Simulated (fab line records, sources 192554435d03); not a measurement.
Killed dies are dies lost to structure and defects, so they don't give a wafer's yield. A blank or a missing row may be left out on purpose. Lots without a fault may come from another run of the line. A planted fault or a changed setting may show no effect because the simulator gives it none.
fab line records | flow n5_finfet
record lots=11 wafers=33 last_day=17
route steps=1938 shown HKMG_FIN@411 PASSIVATION@1936
lots that met no fault: from a run of the same line without faults
start_h: hours from the record's first day to the start of the lot's first wafer shown | wait_h: hours since the lot's step before | " the same as in the row above | L1.1+2: a row that stands for several wafers | - no value, or no start given | * or withheld: withheld | < > ~ a bound
route shown NAME@n: a module of which the file shows steps, and the number in the route of the first | usual: mean/standard deviation of fault-free wafers | same: alike in all rows | chamber/n: place in a boat | sites: the reading at each site | _std_site: their standard deviation | _edge_site: outer sites' mean less inner sites' | radius_mm: how far each site lies from the wafer's centre | mask NAME#n: copy n | behind: the tool/chamber that last shaped the wafer | hold: why the lot was held/for how many hours/how that ended | device: the transistor (n, p or np) that didn't switch | end of line: the same wafers' tests at the end of the route | a step without rows: its recipe alone | killed: dies lost to structure and defects at the first sort, not the wafer's yield | map: a wafer's dies, x killed, . not, _ none there
set.NAME: the setting as run; set.NAME@STEP: as run at that earlier step | model.NAME: the simulator's own value behind a step, which no gauge read
steps of the route over a sample of lots; a table a step, a row a wafer
services: from which hour (start_h, from the record's first day; less than 0 if before it) a tool's chamber was out of use, for how many hours, and why
## steps
# step N5_HKMG_FIN_WET_ETCH_78
# recipe chemistry=dNH4OH mix=1:50 temp_c=25 target=Al2O3 stop_on=La2O3 target_depth_nm=4.5 dry=ipa_marangoni rinse_time_s=30 rinse_temp_c=23
# usual rinse_temp_c=23.00/0.1
# same rinse_time_s=30
# columns lot.wafer tool chamber start_h wait_h rinse_temp_c
L748.3 wet_bench-04 3 77.18 0.0 23.01
L748.5 " 2 " " 22.84
L748.6 " 1 " " 22.94
L749.2 wet_bench-06 1 78.90 0.0 23.14
L749.5 " 4 " " 22.90
L749.6 " 5 " " 22.89
L752.3 wet_bench-06 3 100.96 0.0 23.10
L752.4 " 2 " " 23.01
L752.6 " 1 " " 23.09
L754.1 wet_bench-06 7 108.24 0.0 22.89
L754.2 " 4 " " 23.03
L754.3 " 1 " " 23.00
L755.2 wet_bench-06 6 118.50 0.0 23.12
L755.4 " 0 " " 23.13
L755.6 " 2 " " 23.03
L761.1 wet_bench-03 4 155.98 0.0 22.96
L761.2 " 2 " " 22.95
L761.3 " 3 " " 23.12
L762.1 wet_bench-06 0 159.07 0.0 22.94
L762.2 " 1 " " 23.03
L762.3 " 7 " " 22.89
L763.1 wet_bench-06 0 162.87 0.0 23.01
L763.3 " 3 " " 23.01
L763.4 " 1 " " 22.99
L767.1 wet_bench-03 0 189.17 0.0 22.89
L767.4 " 2 " " 23.04
L767.6 " 1 " " 22.87
L768.1 wet_bench-04 1 194.69 0.0 22.90
L768.2 " 2 " " 23.00
L768.3 " 6 " " 23.03
L769.3 wet_bench-04 6 205.64 0.0 23.07
L769.5 " 4 " " 23.00
L769.6 " 5 " " 23.06
# step N5_HKMG_FIN_ALD_36
# recipe material=TiN target_thk_a=10 temp_c=400 ald_precursor_family=TiCl4 ald_co_reactant=NH3 pulse_time_s=1 purge_time_s=3 co_reactant_purge_time_s=2 co_reactant_pulse_time_s=2 ald_cycles=47 pressure_torr=3
# usual heater_power_w=866/71 precursor_pulse_height_rel=0.997/0.019
# same co_reactant_pulse_time_s=2
# columns lot.wafer tool chamber start_h wait_h heater_power_w precursor_pulse_height_rel
L748.3 ald_metal-04 2 78.01 0.0 861 0.987
L748.5 " 1 " " 800 0.999
L748.6 " 2 " " 841 0.997
L749.2 ald_metal-01 1 79.73 0.0 867 1.000
L749.5 " 1 " " 902 0.985
L749.6 " 0 " " 968 0.989
L752.3 ald_metal-04 2 101.90 0.1 840 0.989
L752.4 " 1 " " 784 1.018
L752.6 " 1 " " 807 0.984
L754.1 ald_metal-04 2 109.31 0.0 858 0.987
L754.2 " 3 " " 800 0.975
L754.3 " 1 " " 795 1.011
L755.2 ald_metal-04 2 119.33 0.0 823 0.944
L755.4 " 3 " " 811 1.000
L755.6 " 3 " " 818 0.970
L761.1 ald_metal-04 1 156.82 0.0 807 1.003
L761.2 " 3 " " 826 0.945
L761.3 " 0 " " 831 0.997
L762.1 ald_metal-02 3 159.95 0.0 883 1.003
L762.2 " 1 " " 771 1.008
L762.3 " 2 " " 949 1.015
L763.1 ald_metal-04 2 163.73 0.0 844 1.027
L763.3 " 1 " " 810 1.017
L763.4 " 3 " " 813 0.984
L767.1 ald_metal-04 1 190.02 0.0 791 1.019
L767.4 " 0 " " 793 1.012
L767.6 " 0 " " 820 1.025
L768.1 ald_metal-02 0 195.73 0.0 844 0.977
L768.2 " 3 " " 888 1.001
L768.3 " 1 " " 774 0.994
L769.3 ald_metal-01 0 206.60 0.0 963 1.008
L769.5 " 2 " " 1035 1.035
L769.6 " 1 " " 883 0.990
# step N5_HKMG_FIN_INSPECT_14
# recipe mode=adi inspect_instrument=macro
# usual raw_defect_count=2.0/1.4
# columns lot.wafer tool chamber start_h wait_h raw_defect_count
L748.3 defect_inspect-01 - 79.22 0.0 3
L748.5 " - " " 3
L748.6 " - " " 2
L749.2 defect_inspect-01 - 80.82 0.0 4
L749.5 " - " " 2
L749.6 " - " " 2
L752.3 defect_inspect-01 - 102.98 0.0 4
L752.4 " - " " 3
L752.6 " - " " 1
L754.1 defect_inspect-02 - 110.53 0.0 1
L754.2 " - " " 3
L754.3 " - " " 1
L755.2 defect_inspect-01 - 120.42 0.0 2
L755.4 " - " " 4
L755.6 " - " " 2
L761.1 defect_inspect-01 - 157.90 0.0 1
L761.2 " - " " 1
L761.3 " - " " 1
L762.1 defect_inspect-01 - 161.39 0.0 >300
L762.2 " - " " >300
L762.3 " - " " >300
L763.1 defect_inspect-01 - 164.81 0.0 >300
L763.3 " - " " >300
L763.4 " - " " >300
L767.1 defect_inspect-02 - 191.23 0.0 2
L767.4 " - " " 2
L767.6 " - " " 1
L768.1 defect_inspect-02 - 196.94 0.0 4
L768.2 " - " " 0
L768.3 " - " " 1
L769.3 defect_inspect-02 - 207.81 0.0 0
L769.5 " - " " 4
L769.6 " - " " 2
# step N5_HKMG_FIN_STRIP_34
# recipe chemistry=CF4 resist=SiARC power_w=300 bias_power_w=75 pressure_mtorr=50 cf4_flow_sccm=150 rf_frequency_hz=6e+07
# usual drypump_motor_current_A=5.7/0.41 oes_product_au=0.77/0.092 rf_vpp_V=271.0/1.9 showerhead_plenum_p_Torr=1.79/0.077 throttle_valve_pct=13.53/0.24
# columns lot.wafer tool chamber start_h wait_h drypump_motor_current_A oes_product_au rf_hours_counter_h rf_vpp_V showerhead_plenum_p_Torr throttle_valve_pct
L748.3 rie_diel-02 0 79.54 0.0 6.1 0.72 175 269.3 1.71 13.41
L748.5 " 0 " " 6.1 0.71 - 270.5 1.71 13.42
L748.6 " 1 " " 5.9 0.70 - 273.0 1.83 13.59
L749.2 rie_diel-04 2 81.13 0.0 5.3 0.71 198 270.6 1.78 13.81
L749.5 " 3 " " 6.0 0.67 - 269.4 1.78 13.59
L749.6 " 2 " " 5.3 0.71 - 269.8 1.78 13.78
L752.3 rie_diel-05 0 103.30 0.0 5.1 0.70 239 271.9 1.84 13.60
L752.4 " 2 " " 5.5 0.75 - 266.9 1.66 13.50
L752.6 " 0 " " 5.1 0.70 - 272.1 1.84 13.61
L754.1 rie_diel-05 2 110.85 0.0 5.4 0.75 148 268.6 1.66 13.51
L754.2 " 0 " " 5.1 0.70 243 273.4 1.84 13.60
L754.3 " 1 " " 6.1 0.78 132 274.6 1.88 13.70
L755.2 rie_diel-02 3 120.73 0.0 6.5 0.72 187 269.5 1.76 13.26
L755.4 " 0 " " 6.1 0.70 188 269.9 1.71 13.42
L755.6 " 2 " " 5.6 0.70 - 271.8 1.79 13.85
L761.1 rie_diel-04 2 158.38 0.0 5.3 0.68 231 270.2 1.77 13.87
L761.2 " 3 " " 6.1 0.98 1 269.6 1.77 13.09
L761.3 " 0 " " 5.6 0.88 41 273.3 1.92 13.59
L762.1 rie_diel-02 3 161.97 0.0 6.5 0.70 206 271.0 1.75 13.30
L762.2 " 0 " " 6.1 0.69 206 268.1 1.70 13.47
L762.3 " 1 " " 5.9 0.96 3 270.5 1.82 13.06
L763.1 rie_diel-04 0 165.13 0.0 5.6 0.86 44 272.8 1.92 13.59
L763.3 " 1 " " 5.4 0.70 219 274.2 1.84 13.45
L763.4 " 3 " " 6.0 0.96 4 270.2 1.77 13.10
L767.1 rie_diel-05 2 191.90 0.0 5.5 0.73 177 267.1 1.66 13.57
L767.4 " 3 " " 5.6 0.90 26 269.7 1.76 13.61
L767.6 " 3 " " 5.6 0.89 - 268.7 1.76 13.65
L768.1 rie_diel-02 2 197.25 0.0 5.6 0.68 247 270.3 1.78 13.93
L768.2 " 0 " " 6.1 0.68 220 268.3 1.70 13.51
L768.3 " 1 " " 5.9 0.91 17 273.3 1.82 13.07
L769.3 rie_diel-05 0 208.25 0.0 5.1 0.90 18 273.6 1.83 13.09
L769.5 " 1 " " 6.2 0.75 - 271.0 1.87 13.79
L769.6 " 0 " " 5.1 0.90 - 273.3 1.83 13.09
# step N5_HKMG_FIN_ETCH_86
# recipe chemistry=N2/H2 target=SOC target_depth_a=3932 stop_on=TiN ion_energy_ev=100 bias_w=61 pressure_mtorr=30 source_w=850 n2_flow_sccm=200 h2_flow_sccm=200
# usual drypump_motor_current_A=5.8/0.41 oes_product_au=0.76/0.098 rf_vpp_V=240.5/1.6 showerhead_plenum_p_Torr=2.55/0.11 throttle_valve_pct=17.82/0.28
# columns lot.wafer tool chamber start_h wait_h drypump_motor_current_A oes_product_au rf_hours_counter_h rf_vpp_V showerhead_plenum_p_Torr throttle_valve_pct
L748.3 rie_diel-04 1 80.58 - 5.5 0.71 192 243.4 2.64 17.65
L748.5 " 1 " " 5.5 0.71 - 241.7 2.64 17.64
L748.6 " 0 " " 5.6 0.94 - 242.8 2.74 17.81
L749.2 rie_diel-05 1 82.18 - 6.2 0.79 121 242.2 2.65 17.77
L749.5 " 1 " " 6.1 0.79 - 242.2 2.65 17.79
L749.6 " 2 " " 5.5 0.76 - 237.2 2.34 17.63
L752.3 rie_diel-05 2 104.33 - 5.5 0.76 144 237.5 2.34 17.66
L752.4 " 2 " " 5.5 0.76 - 238.4 2.34 17.67
L752.6 " 1 " " 6.2 0.78 - 240.5 2.65 17.79
L754.1 rie_diel-05 1 111.97 - 6.1 0.77 133 242.7 2.65 17.80
L754.2 " 2 " " 5.5 0.74 148 237.2 2.33 17.65
L754.3 " 0 " " 5.1 0.69 243 242.5 2.63 17.81
L755.2 rie_diel-04 2 121.91 - 5.3 0.70 214 239.8 2.54 18.30
L755.4 " 1 " " 5.5 0.70 - 241.5 2.63 17.66
L755.6 " 0 " " 5.6 0.90 - 242.2 2.73 17.84
L761.1 rie_diel-02 3 159.61 - 6.6 0.69 205 240.9 2.53 17.78
L761.2 " 1 " " 6.0 0.97 2 241.2 2.62 17.61
L761.3 " 0 " " 6.1 0.68 205 238.4 2.43 17.74
L762.1 rie_diel-04 0 163.01 - 5.6 0.87 43 244.0 2.72 17.88
L762.2 " 2 " " 5.3 0.69 233 239.6 2.53 18.34
L762.3 " 3 " " 6.1 0.97 3 240.9 2.48 17.24
L763.1 rie_diel-05 3 166.21 - 5.5 0.92 18 240.0 2.50 18.01
L763.3 " 1 " " 6.2 0.76 152 240.4 2.64 17.84
L763.4 " 0 " " 5.2 0.95 3 240.8 2.62 17.32
L767.1 rie_diel-04 2 192.95 - 5.3 0.68 246 241.3 2.53 18.36
L767.4 " 2 " " 5.3 0.68 - 239.9 2.53 18.35
L767.6 " 0 " " 5.6 0.85 - 242.2 2.72 17.91
L768.1 rie_diel-04 0 198.29 - 5.6 0.84 58 242.4 2.71 17.90
L768.2 " 3 " " 6.1 0.92 19 239.9 2.47 17.26
L768.3 " 2 " " 5.3 0.67 249 239.8 2.53 18.37
L769.3 rie_diel-05 1 209.28 - 6.2 0.75 167 240.9 2.63 17.86
L769.5 " 0 " " 5.1 0.91 - 242.0 2.61 17.35
L769.6 " 2 " " 5.5 0.72 - 235.3 2.32 17.73
# step N5_PASSIVATION_PROBE_49
# usual killed_at_M0_to_M3=34/11 killed_at_M4_up=13/5.2 killed_at_contacts=13/6.3 killed_at_front_end=40/14 killed_at_other=3.2/2.4 killed_dies=104/19 killed_open=69/14 killed_short=32/7.5
# same gross_dies=1180 killed_at_back_side=0
# columns lot.wafer tool chamber start_h wait_h killed_at_M0_to_M3 killed_at_M4_up killed_at_contacts killed_at_front_end killed_at_other killed_dies killed_open killed_short
L762.1 prober-02 - 347.40 0.0 36 12 5 164 4 221 85 29
L762.2 prober-02 - 347.45 0.1 46 4 7 210 4 271 87 46
L762.3 prober-02 - 347.50 0.1 56 12 2 146 4 220 73 37
L763.1 prober-02 - 364.49 0.0 56 15 16 142 4 233 83 36
L763.3 prober-02 - 364.59 0.1 45 13 12 153 3 226 78 35
L763.4 prober-02 - 364.64 0.2 41 10 17 186 4 258 59 41
L767.1 prober-02 - 387.37 0.0 33 8 13 41 2 97 69 24
L767.4 prober-02 - 387.52 0.2 38 7 11 39 5 100 56 39
L767.6 prober-02 - 387.62 0.3 50 10 6 34 1 101 70 28
# killed by level:class
L762.1 HKMG_FIN:unspecified=104 FIN_SAQP:geometric_particle:open=22 BEOL_M0_SAQP:geometric_particle:open=13 STI_FIN_REVEAL:geometric_particle:open=10 BEOL_M3:geometric_particle:open=8 GATE_CUT:geometric_particle:short=7 BEOL_M0_SAQP:geometric_particle:short=6 MOL_CONTACT_COAG:geometric_particle:open=5
L762.2 HKMG_FIN:unspecified=136 STI_FIN_REVEAL:geometric_particle:open=25 FIN_SAQP:geometric_particle:open=13 FIN_SAQP:geometric_particle:short=12 BEOL_M0_SAQP:geometric_particle:open=12 BEOL_M0_SAQP:geometric_particle:short=12 BEOL_M2:geometric_particle:open=10 BEOL_M1:geometric_particle:open=6
L762.3 HKMG_FIN:unspecified=105 BEOL_M0_SAQP:geometric_particle:short=19 BEOL_M0_SAQP:geometric_particle:open=17 FIN_SAQP:geometric_particle:open=10 STI_FIN_REVEAL:geometric_particle:open=10 BEOL_M4:geometric_particle:open=9 BEOL_M2:geometric_particle:open=7 FIN_SAQP:geometric_particle:short=4
L763.1 HKMG_FIN:unspecified=112 MOL_CONTACT_COAG:geometric_particle:open=14 BEOL_M0_SAQP:geometric_particle:open=10 BEOL_M1:geometric_particle:open=10 BEOL_M0_SAQP:geometric_particle:short=9 BEOL_M2:geometric_particle:open=9 BEOL_M3:geometric_particle:open=8 BEOL_M4:geometric_particle:open=7
L763.3 HKMG_FIN:unspecified=109 STI_FIN_REVEAL:geometric_particle:open=12 BEOL_M2:geometric_particle:open=12 BEOL_M0_SAQP:geometric_particle:open=9 MOL_CONTACT_COAG:geometric_particle:open=8 FIN_SAQP:geometric_particle:open=7 BEOL_M1:geometric_particle:open=7 FIN_SAQP:geometric_particle:short=6
L763.4 HKMG_FIN:unspecified=157 FIN_SAQP:geometric_particle:short=13 BEOL_M0_SAQP:geometric_particle:short=13 MOL_CONTACT_COAG:geometric_particle:open=13 FIN_SAQP:geometric_particle:open=5 BEOL_M3:geometric_particle:open=5 BEOL_M0_SAQP:geometric_particle:open=5 BEOL_M1:geometric_particle:open=5
L767.1 BEOL_M0_SAQP:geometric_particle:open=12 MOL_CONTACT_COAG:geometric_particle:open=11 FIN_SAQP:geometric_particle:short=7 STI_FIN_REVEAL:geometric_particle:open=7 BEOL_M1:geometric_particle:open=7 BEOL_M2:geometric_particle:open=6 FIN_SAQP:geometric_particle:open=5 DUMMY_GATE:geometric_particle:open=4
L767.4 BEOL_M0_SAQP:geometric_particle:short=12 MOL_CONTACT_COAG:geometric_particle:open=10 BEOL_M0_SAQP:geometric_particle:open=9 FIN_SAQP:geometric_particle:short=8 DUMMY_GATE:geometric_particle:open=6 GATE_CUT:geometric_particle:short=6 STI_FIN_REVEAL:geometric_particle:open=4 BEOL_M3:geometric_particle:open=4
L767.6 BEOL_M0_SAQP:geometric_particle:open=12 BEOL_M3:geometric_particle:open=11 BEOL_M0_SAQP:geometric_particle:short=10 BEOL_M1:geometric_particle:open=9 STARTING-WAFER:geometric_particle:open=6 FIN_SAQP:geometric_particle:open=5 FIN_SAQP:geometric_particle:short=5 DUMMY_GATE:geometric_particle:open=4
## services
# columns tool chamber start_h hours kind
rie_diel-02 - 63.88 0.1 repair
ald_metal-01 3 66.14 23.5 repair
rie_diel-04 1 84.16 5.7 repair
ald_metal-02 - 90.28 6.0 pm
ald_metal-01 0 97.94 5.1 repair
rie_diel-05 3 98.30 - clean
rie_diel-05 3 98.30 - consumable_replace:focus_ring
rie_diel-05 3 98.30 19.9 scheduled_down
rie_diel-05 3 98.30 19.9 vent_cycle
ald_metal-02 - 118.81 1.0 repair
ald_metal-01 - 131.39 28.1 pm
rie_diel-05 0 132.26 - clean
rie_diel-05 0 132.26 - consumable_replace:focus_ring
rie_diel-05 0 132.26 24.3 scheduled_down
rie_diel-05 0 132.26 24.3 vent_cycle
rie_diel-04 3 143.18 13.8 repair
ald_metal-02 0 147.49 20.1 repair
rie_diel-05 - 164.14 0.3 repair
rie_diel-05 - 171.64 2.2 repair
rie_diel-02 3 173.21 5.4 repair
rie_diel-04 1 175.48 62.1 repair
rie_diel-05 3 201.47 13.7 repair
ald_metal-01 - 203.65 0.5 repair
ald_metal-04 - 204.95 0.5 repair
## key
first_sign step=N5_HKMG_FIN_INSPECT_14 reading=raw_defect_count direction=up sigmas=99+ usual=2.0 struck=>300
effect step=N5_PASSIVATION_PROBE_49 reading=killed_at_front_end direction=up sigmas=9.3 usual=40 struck=167
more_kills_born_at N5_HKMG_FIN_WET_ETCH_78@wet_bench-06=723
met_at N5_HKMG_FIN_WET_ETCH_78
struck_lots L762,L763
tester_left_out L762,L763
not_acting_at N5_HKMG_FIN_ALD_36,N5_HKMG_FIN_STRIP_34,N5_HKMG_FIN_ETCH_86
onset_between 118.50 159.07
fault kind=chamber_particle_source tool=wet_bench-06 chamber=- onset_h=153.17 steps=N5_HKMG_FIN_WET_ETCH_78 rate_per_visit_cm2=1.4802 end_h=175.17
# tester_left_out: of these lots the tester's yield and bins aren't shown, on N5 and GAA mostly nor the transistor test; their killed dies are dies lost to structure and defects alone, not to doping, threshold or leakage, so they don't give the yield
